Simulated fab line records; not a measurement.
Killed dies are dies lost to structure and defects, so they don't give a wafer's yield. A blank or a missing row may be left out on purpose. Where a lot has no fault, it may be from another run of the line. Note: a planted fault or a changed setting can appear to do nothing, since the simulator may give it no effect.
What tool caused it? + flow nand_harc + 72 wafers from 24 lots sampled at 2 of the route's 1302 steps

WHAT THE GAUGES SHOWED, per wafer
NHARC_A_SOURCE_PLATE_THK_MEAS_06: measures by ellipsometry. Usual: 199.4 nm for thk_nm, sd 2.3.
| lot  | measured     | on            | thk_nm (nm)       | flag |
|------|--------------|---------------|-------------------|------|
| L074 | day 7 11:29  | film_metro-01 | 196.2 197.3 195.1 |      |
| L075 | day 8 00:22  | film_metro-02 | 202.1 202.1 202.5 |      |
| L076 | day 8 22:46  | film_metro-02 | 203.0 203.3 202.6 |      |
| L077 | day 9 03:22  | film_metro-01 | 200.5 201.2 199.7 |      |
| L078 | day 9 06:50  | film_metro-01 | 201.7 199.5 202.3 |      |
| L079 | day 9 22:50  | film_metro-02 | 200.3 198.9 200.1 |      |
| L080 | day 10 09:03 | film_metro-01 | 197.4 199.7 196.6 |      |
| L081 | day 10 09:03 | film_metro-02 | 198.7 198.9 200.9 |      |
| L083 | day 11 05:19 | film_metro-02 | 200.2 196.2 200.7 |      |
| L082 | day 11 05:19 | film_metro-01 | 198.2 196.4 197.9 |      |
| L084 | day 11 18:44 | film_metro-01 | 202.5 200.4 202.0 |      |
| L085 | day 12 10:04 | film_metro-02 | 204.9 201.8 203.7 |      |
| L086 | day 12 14:33 | film_metro-01 | 198.8 199.8 199.4 |      |
| L088 | day 13 17:09 | film_metro-02 | 200.8 198.7 200.7 |      |
| L087 | day 13 17:09 | film_metro-02 | 200.4 200.3 197.3 |      |
| L089 | day 14 02:50 | film_metro-02 | 195.1 200.5 198.4 |      |
| L090 | day 14 10:15 | film_metro-02 | 200.7 199.1 200.6 |      |
| L091 | day 14 19:20 | film_metro-02 | 202.3 203.1 199.4 |      |
| L092 | day 15 02:29 | film_metro-02 | 198.1 195.8 195.4 |      |
| L093 | day 15 19:16 | film_metro-02 | 196.2 197.4 196.0 |      |
| L094 | day 16 02:58 | film_metro-01 | 200.9 203.4 200.8 |      |
| L095 | day 16 17:47 | film_metro-01 | 197.3 197.9 198.0 |      |
| L096 | day 16 17:48 | film_metro-01 | 197.5 197.2 197.1 |      |
| L097 | day 17 04:59 | film_metro-02 | 197.9 195.6 197.5 |      |

WHICH TOOL RAN EACH LOT (tool, then ch and the chambers of the sampled wafers, then the start)
| lot  | NHARC_P_BONDPAD_ANNEAL_28        |
|------|----------------------------------|
| L074 | rtp_anneal-02 ch 0, day 6 12:35  |
| L075 | rtp_anneal-02 ch 0, day 7 00:38  |
| L076 | rtp_anneal-02 ch 0, day 7 22:10  |
| L077 | rtp_anneal-01 ch 0, day 8 03:20  |
| L078 | rtp_anneal-01 ch 0, day 8 07:07  |
| L079 | rtp_anneal-02 ch 0, day 8 22:46  |
| L080 | rtp_anneal-02 ch 0, day 9 09:37  |
| L081 | rtp_anneal-02 ch 0, day 9 11:45  |
| L083 | rtp_anneal-01 ch 0, day 10 05:56 |
| L082 | rtp_anneal-02 ch 0, day 10 06:43 |
| L084 | rtp_anneal-02 ch 0, day 10 18:40 |
| L085 | rtp_anneal-01 ch 0, day 11 11:07 |
| L086 | rtp_anneal-01 ch 0, day 11 15:53 |
| L088 | rtp_anneal-01 ch 0, day 12 17:32 |
| L087 | rtp_anneal-01 ch 0, day 12 18:11 |
| L089 | rtp_anneal-02 ch 0, day 13 00:44 |
| L090 | rtp_anneal-02 ch 0, day 13 08:43 |
| L091 | rtp_anneal-02 ch 0, day 13 19:46 |
| L092 | rtp_anneal-02 ch 0, day 14 00:04 |
| L093 | rtp_anneal-02 ch 0, day 14 20:22 |
| L094 | rtp_anneal-02 ch 0, day 15 03:25 |
| L095 | rtp_anneal-01 ch 0, day 15 17:45 |
| L096 | rtp_anneal-01 ch 0, day 15 20:44 |
| L097 | rtp_anneal-01 ch 0, day 16 04:43 |
- NHARC_P_BONDPAD_ANNEAL_28: time 90 s.

WHAT THE TOOLS THEMSELVES READ (means of the sampled wafers that have a number; where no wafer has one, the mark that the record gives instead)
NHARC_P_BONDPAD_ANNEAL_28. Usual: 226.26 for wafer_temp_C_max, sd 0.25.
| lot  | tool          | wafer_temp_C_max | flag |
|------|---------------|------------------|------|
| L074 | rtp_anneal-02 | 226.50           |      |
| L075 | rtp_anneal-02 | 226.28           |      |
| L076 | rtp_anneal-02 | 226.19           |      |
| L077 | rtp_anneal-01 | 226.50           |      |
| L078 | rtp_anneal-01 | 226.25           |      |
| L079 | rtp_anneal-02 | 226.25           |      |
| L080 | rtp_anneal-02 | 226.15           |      |
| L081 | rtp_anneal-02 | 226.22           |      |
| L083 | rtp_anneal-01 | 226.21           |      |
| L082 | rtp_anneal-02 | 226.18           |      |
| L084 | rtp_anneal-02 | 226.11           |      |
| L085 | rtp_anneal-01 | 226.69           |      |
| L086 | rtp_anneal-01 | 226.13           |      |
| L088 | rtp_anneal-01 | 226.24           |      |
| L087 | rtp_anneal-01 | 226.30           |      |
| L089 | rtp_anneal-02 | 226.22           |      |
| L090 | rtp_anneal-02 | 226.22           |      |
| L091 | rtp_anneal-02 | 226.21           |      |
| L092 | rtp_anneal-02 | 225.97           |      |
| L093 | rtp_anneal-02 | 226.55           |      |
| L094 | rtp_anneal-02 | 226.07           |      |
| L095 | rtp_anneal-01 | 226.06           |      |
| L096 | rtp_anneal-01 | 226.47           |      |
| L097 | rtp_anneal-01 | 226.07           |      |

THE ANSWER, worked out from the rows above alone
Rule: lot off if the mean of its wafers having a number is beyond 3 standard deviations from the usual mean. Also off: a lot with no number at a reading for which 4 or more lots have one. Where the step has rows for the other lots, those lots are counted as sound. Order of review: gauges by route order, followed by the tools' own readings, for which a lot's mean as printed above is used. The first step at which some lot is off is used, and at that step the reading that is off furthest; a lot without a number counts as furthest.
None of the lots is off at any reading shown; this tells nothing.

WHAT HAD BEEN PUT IN BY THE SIMULATOR
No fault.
